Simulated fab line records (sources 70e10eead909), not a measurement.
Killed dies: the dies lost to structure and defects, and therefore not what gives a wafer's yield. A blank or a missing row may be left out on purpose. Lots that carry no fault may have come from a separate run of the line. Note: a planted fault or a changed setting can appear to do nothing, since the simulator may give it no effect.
A lot that was struck, set against a sound lot :: flow nand harc :: 18 steps out of a route of 1302
Sound: these wafers, L244.1, L244.2, L244.5. The struck wafers were L245.3, L245.4, L245.5. The cause is given at the end.
Order at every step that has rows: each side's tool, ch and its chambers, its first start. Under that, the readings that differ: sound wafers :: struck wafers :: difference of the means :: sigmas: that difference in standard deviations of wafers without a fault.
alike: words and numbers the same on both sides, and readings whose means are apart by under 2 such deviations; not compared: readings that were withheld, readings missing a value for some wafer, numbers with overlapping values and no deviation given by the record, and bounds like >300 which may hide the same value.
Wherever a step has rows on one side only, a row that says differs or no value, or a row with sigmas, the two part there. Numbers that don't overlap but have no deviation are shown without sigmas and don't part them. Lack of a reading on every wafer of one side parts them only where that side has two or more wafers.

first, 2 steps without rows for these wafers: NHARC_P_STI_SRD_39; NHARC_P_STI_OXIDE_40 (material SiO2, target thk 10 nm, ox time 1362 s).
NHARC_P_STI_INSPECT_25:
  sound on defect inspect-02 at day 5 08:47; struck on defect inspect-01 at day 5 13:41
  alike: raw defect count
then, 9 steps without rows for these wafers: NHARC_P_GATE_ETCH_69 (etches SiO2 in dHF, target depth 14 nm); NHARC_P_GATE_PRECLEAN_70 (cleans in SC1); NHARC_P_GATE_SRD_01; NHARC_P_GATE_OXIDE_02 (material SiO2, target thk 37.5 nm, ox time 365 s); NHARC_P_GATE_DEHYDRATE_03 (time 120 s); NHARC_P_GATE_HMDS_04 (time 30 s); NHARC_P_GATE_COAT_05; NHARC_P_GATE_SOFTBAKE_06 (time 95 s); NHARC_P_GATE_EBR_07.
NHARC_P_GATE_EXPOSE_08: exposes mask P HV.
  sound on krf scanner-02 ch 0, day 5 17:02; struck on krf scanner-02 ch 0, day 5 21:49
reading: mask
sound: P_HV#0 P_HV#0 P_HV#0
struck: P_HVPW#0 P_HVPW#0 P_HVPW#0
difference: differs
sigmas: 
then, 2 steps without rows for these wafers: NHARC_P_GATE_PEB_09 (peb time 85 s); NHARC_P_GATE_DEVELOP_10 (time 70 s).
NHARC_P_GATE_CD_MEAS_11: target cd 1640 nm.
  sound on cd sem-02 ch 0, day 5 17:11; struck on cd sem-02 ch 0, day 5 21:58
reading: cd nm (nm)
sound: 1637.5 1640.1 1640.6
struck: - - -
difference: no value on the struck wafers
sigmas: 
then, 1 step without rows for these wafers: NHARC_P_GATE_HARDBAKE_12 (time 80 s).
-- record jumps: 20 days between struck wafers' starts before vs after; left off in module P_GATE, resumes in module END, first step shown is number 1302 of the route --
NHARC_END_SORT_01:
  here the record holds rows for the struck wafers (prober-01 ch 0, day 25 11:52) but none for the sound ones

WHERE THEY PART
Earliest at NHARC_P_GATE_EXPOSE_08; latest, in this record, at NHARC_END_SORT_01.

WHY: what had been put in by the simulator
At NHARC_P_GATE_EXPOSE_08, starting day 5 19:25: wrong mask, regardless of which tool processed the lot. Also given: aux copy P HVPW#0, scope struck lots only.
